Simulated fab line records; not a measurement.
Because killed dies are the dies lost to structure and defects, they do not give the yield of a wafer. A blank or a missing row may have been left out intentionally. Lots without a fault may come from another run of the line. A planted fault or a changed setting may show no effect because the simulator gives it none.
What tool caused it? | flow n5-finfet | 11 lots with 33 wafers sampled at 4 steps, on a route of 1938 steps

## WHAT EACH GAUGE READ, for each wafer
N5_BEOL_M10_INSPECT_58: inspects for defects (darkfield). Usual: raw-defect-count at 64, with a standard deviation of 20.
lot  | measured     | on                | raw-defect-count | flag
L173 | day 10 08:56 | defect-inspect-02 | 93 39 63         |
L174 | day 10 16:28 | defect-inspect-01 | 67 62 68         |
L176 | day 11 01:15 | defect-inspect-01 | 43 37 33         |
L175 | day 11 01:55 | defect-inspect-02 | 113 37 87        |
L178 | day 11 10:34 | defect-inspect-01 | 48 66 60         |
L179 | day 11 19:09 | defect-inspect-01 | 71 65 62         |
L182 | day 12 03:37 | defect-inspect-02 | 43 56 41         |
L181 | day 12 03:54 | defect-inspect-02 | 40 51 67         |
L185 | day 13 08:23 | defect-inspect-01 | 59 74 61         |
L190 | day 14 22:14 | defect-inspect-01 | 74 60 82         |
L191 | day 15 02:22 | defect-inspect-01 | 62 90 66         |

## WHICH TOOL RAN EACH LOT (tool, then ch and the chambers of the sampled wafers, then the start)
lot  | N5_BEOL_M10_VIA_ETCH_34            | N5_BEOL_M10_STRIP_36               | N5_BEOL_M10_CVD_75
L173 | rie-diel-01 ch 0,2, day 10 02:57   | rie-diel-01 ch 0,2, day 10 03:01   | cvd-co-02 ch 0,1,2, day 10 04:34
L174 | rie-diel-01 ch 0,2, day 10 12:01   | rie-diel-01 ch 0,2, day 10 12:04   | cvd-co-01 ch 0,1, day 10 14:44
L176 | rie-diel-06 ch 0,1,2, day 10 20:43 | rie-diel-06 ch 0,1,2, day 10 20:46 | cvd-co-01 ch 0,1, day 10 23:55
L175 | rie-diel-01 ch 0,1,2, day 10 22:54 | rie-diel-01 ch 0,1,2, day 10 22:58 | cvd-co-02 ch 0,1, day 11 00:31
L178 | rie-diel-01 ch 1,3, day 11 07:01   | rie-diel-01 ch 1,3, day 11 07:05   | cvd-co-01 ch 0,1,2, day 11 08:53
L179 | rie-diel-01 ch 1,3, day 11 14:14   | rie-diel-01 ch 1,3, day 11 14:17   | cvd-co-01 ch 0,2, day 11 15:43
L182 | rie-diel-06 ch 0,1,3, day 11 23:48 | rie-diel-06 ch 0,1,3, day 11 23:52 | cvd-co-01 ch 0,1,2, day 12 02:16
L181 | rie-diel-01 ch 0,2, day 12 00:22   | rie-diel-01 ch 0,2, day 12 00:26   | cvd-co-02 ch 1,2, day 12 02:33
L185 | rie-diel-05 ch 0,1,3, day 13 04:02 | rie-diel-05 ch 0,1,3, day 13 04:05 | cvd-co-01 ch 0,1,2, day 13 06:19
L190 | rie-diel-06 ch 0,1, day 14 18:34   | rie-diel-06 ch 0,1, day 14 18:38   | cvd-co-01 ch 0,1, day 14 20:17
L191 | rie-diel-06 ch 2,3, day 14 22:53   | rie-diel-06 ch 2,3, day 14 22:57   | cvd-co-01 ch 0,2, day 15 00:34
- N5_BEOL_M10_VIA_ETCH_34: etches SiCOH lowk in C4F6/O2, target depth 184.5 nm, time 69.2 s.
- N5_BEOL_M10_STRIP_36: strips in N2/H2.
- N5_BEOL_M10_CVD_75: deposits Co from CCTBA/H2, target thk 2 nm, time 138.9 s.

## AS READ BY THE TOOLS THEMSELVES (means over the sampled wafers that have a number; for cases with no such wafer, the mark the record gives instead)
N5_BEOL_M10_VIA_ETCH_34. Usual: drypump-motor-current-A 5.5 A, standard deviation 0.44; oes-product-au 0.81 a.u., standard deviation 0.073; rf-vpp-V 663 V, standard deviation 5.2; showerhead-plenum-p-Torr 2.84 Torr, standard deviation 0.1; throttle-valve-pct 20.89 %, standard deviation 0.22.
lot  | tool        | drypump-motor-current-A (A) | oes-product-au (a.u.) | rf-vpp-V (V) | showerhead-plenum-p-Torr (Torr) | throttle-valve-pct (%) | flag
L173 | rie-diel-01 | 5.6                         | 0.74                  | 659          | 2.76                            | 20.91                  |
L174 | rie-diel-01 | 5.6                         | 0.73                  | 658          | 2.76                            | 20.90                  |
L176 | rie-diel-06 | 5.6                         | 0.79                  | 662          | 2.94                            | 21.08                  |
L175 | rie-diel-01 | 5.7                         | 0.71                  | 661          | 2.78                            | 21.06                  |
L178 | rie-diel-01 | 5.5                         | 0.71                  | 664          | 2.79                            | 20.92                  |
L179 | rie-diel-01 | 5.5                         | 0.74                  | 665          | 2.77                            | 20.75                  |
L182 | rie-diel-06 | 5.6                         | 0.86                  | 663          | 2.97                            | 21.05                  |
L181 | rie-diel-01 | 5.9                         | 0.91                  | 659          | 2.78                            | 20.90                  |
L185 | rie-diel-05 | 5.5                         | 0.83                  | 666          | 2.88                            | 20.72                  |
L190 | rie-diel-06 | 5.3                         | 0.80                  | 663          | 2.98                            | 21.11                  |
L191 | rie-diel-06 | 5.7                         | 0.89                  | 664          | 2.87                            | 20.96                  |

N5_BEOL_M10_STRIP_36. Usual: drypump-motor-current-A 5.5 A, standard deviation 0.43; h2-flow-sccm 200.0 sccm, standard deviation 0.55; oes-product-au 0.81 a.u., standard deviation 0.072; rf-vpp-V 59.0 V, standard deviation 1.9; showerhead-plenum-p-Torr 2.53 Torr, standard deviation 0.094; throttle-valve-pct 23.61 %, standard deviation 0.21.
lot  | tool        | drypump-motor-current-A (A) | h2-flow-sccm (sccm) | oes-product-au (a.u.) | rf-vpp-V (V) | showerhead-plenum-p-Torr (Torr) | throttle-valve-pct (%) | flag
L173 | rie-diel-01 | 5.6                         | 199.5               | 0.74                  | 58.9         | 2.46                            | 23.82                  |
L174 | rie-diel-01 | 5.6                         | 200.5               | 0.74                  | 58.3         | 2.46                            | 23.85                  |
L176 | rie-diel-06 | 5.6                         | 200.4               | 0.78                  | 58.2         | 2.62                            | 23.75                  |
L175 | rie-diel-01 | 5.7                         | 200.1               | 0.70                  | 59.5         | 2.48                            | 23.84                  |
L178 | rie-diel-01 | 5.5                         | 199.4               | 0.71                  | 59.3         | 2.48                            | 23.66                  |
L179 | rie-diel-01 | 5.5                         | 199.7               | 0.75                  | 59.8         | 2.46                            | 23.55                  |
L182 | rie-diel-06 | 5.6                         | 199.7               | 0.85                  | 59.0         | 2.65                            | 23.70                  |
L181 | rie-diel-01 | 5.9                         | 199.5               | 0.92                  | 59.4         | 2.48                            | 23.74                  |
L185 | rie-diel-05 | 5.5                         | 200.5               | 0.83                  | 59.3         | 2.57                            | 23.37                  |
L190 | rie-diel-06 | 5.3                         | 199.6               | 0.79                  | 58.9         | 2.66                            | 23.71                  |
L191 | rie-diel-06 | 5.7                         | 200.0               | 0.88                  | 58.6         | 2.55                            | 23.59                  |

N5_BEOL_M10_CVD_75. Usual: run-length-s at 162.1 s, with a standard deviation of 0.42.
lot  | tool      | run-length-s (s) | flag
L173 | cvd-co-02 | 162.1            |
L174 | cvd-co-01 | 162.5            |
L176 | cvd-co-01 | 162.6            |
L175 | cvd-co-02 | 161.8            |
L178 | cvd-co-01 | 161.9            |
L179 | cvd-co-01 | 161.9            |
L182 | cvd-co-01 | 162.0            |
L181 | cvd-co-02 | 162.0            |
L185 | cvd-co-01 | 162.3            |
L190 | cvd-co-01 | 137.7            | OFF
L191 | cvd-co-01 | 137.6            | OFF

## THE ANSWER, worked out from the rows above alone
Rule: lot off if the mean of its wafers having a number is beyond 3 standard deviations from the usual mean. A lot without any number at a reading at which 4 lots or more have one is off too. Any other lot the step has rows for is counted as sound. Order of review: gauges by route order, followed by the tools' own readings, for which a lot's mean as printed above is used. The first step at which some lot is off is used, and at that step the reading that is off furthest; a lot without a number counts as furthest.
Off: L190, L191 (N5_BEOL_M10_CVD_75, run-length-s).
A tool fits if, at that step or a process step before it, it ran every lot that is off, and no sound lot after the first of them. Undecided on this evidence; 2 tools fit (rie-diel-06 at N5_BEOL_M10_VIA_ETCH_34 and N5_BEOL_M10_STRIP_36, cvd-co-01 at N5_BEOL_M10_CVD_75).

## WHAT THE SIMULATOR HAD INSERTED
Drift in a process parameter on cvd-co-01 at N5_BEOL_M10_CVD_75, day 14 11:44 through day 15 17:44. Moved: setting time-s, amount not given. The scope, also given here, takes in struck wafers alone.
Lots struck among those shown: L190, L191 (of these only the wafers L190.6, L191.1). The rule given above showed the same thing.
